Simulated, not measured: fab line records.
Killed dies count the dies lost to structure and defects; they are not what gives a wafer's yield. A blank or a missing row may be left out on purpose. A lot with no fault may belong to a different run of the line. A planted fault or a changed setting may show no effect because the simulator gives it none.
Chamber matching / flow n5Finfet / N5_FIN_SAQP_PECVD_06 on pecvd-03: 3 sister chambers
The step deposits a-Si from SiH4/He, target thk 60 nm, time 48.1 s. 6 wafers are shown with their chamber, then 8 later ones without.

WAFERS, EACH WITH ITS CHAMBER
wafer=L083.4; chamber=0; throttleValvePct (%)=18.2; showerheadPlenumPTorr (Torr)=5.645
wafer=L083.5; chamber=1; throttleValvePct (%)=19.3; showerheadPlenumPTorr (Torr)=5.673
wafer=L085.1; chamber=2; throttleValvePct (%)=17.4; showerheadPlenumPTorr (Torr)=5.691
wafer=L085.2; chamber=0; throttleValvePct (%)=18.0; showerheadPlenumPTorr (Torr)=5.638
wafer=L085.6; chamber=1; throttleValvePct (%)=19.6; showerheadPlenumPTorr (Torr)=5.663
wafer=L094.2; chamber=2; throttleValvePct (%)=17.5; showerheadPlenumPTorr (Torr)=5.698

WAFERS WHOSE CHAMBER IS MISSING
wafer=L094.3; throttleValvePct (%)=18.1; showerheadPlenumPTorr (Torr)=5.643
wafer=L094.4; throttleValvePct (%)=17.5; showerheadPlenumPTorr (Torr)=5.693
wafer=L095.3; throttleValvePct (%)=17.4; showerheadPlenumPTorr (Torr)=5.688
wafer=L095.4; throttleValvePct (%)=17.6; showerheadPlenumPTorr (Torr)=5.705
wafer=L095.5; throttleValvePct (%)=19.3; showerheadPlenumPTorr (Torr)=5.671
wafer=L096.2; throttleValvePct (%)=17.3; showerheadPlenumPTorr (Torr)=5.682
wafer=L096.3; throttleValvePct (%)=19.5; showerheadPlenumPTorr (Torr)=5.683
wafer=L096.5; throttleValvePct (%)=18.0; showerheadPlenumPTorr (Torr)=5.650

WHICH CHAMBER EACH WENT THROUGH
wafer=L094.3; from the rows above=0; in truth=0
wafer=L094.4; from the rows above=2; in truth=2
wafer=L095.3; from the rows above=2; in truth=2
wafer=L095.4; from the rows above=2; in truth=2
wafer=L095.5; from the rows above=1; in truth=1
wafer=L096.2; from the rows above=2; in truth=2
wafer=L096.3; from the rows above=1; in truth=1
wafer=L096.5; from the rows above=0; in truth=0
Correct placement for 8 of the 8. Number that these rows cannot place: 0. Placed wrongly: 0.
How it was worked out, from the rows above alone: a wafer's distance from a chamber is the root of the sum, over the readings, of the square of ((its reading less the chamber's mean) divided by the reading's scatter). If the next closest chamber is less than 2 further off than the closest, the wafer can't be placed; otherwise it belongs to the closest. A chamber's mean is the mean of its shown wafers. The scatter: take each reading less its chamber's mean, square it, sum over the shown wafers, divide by the number of wafers less the number of chambers, and take the root.
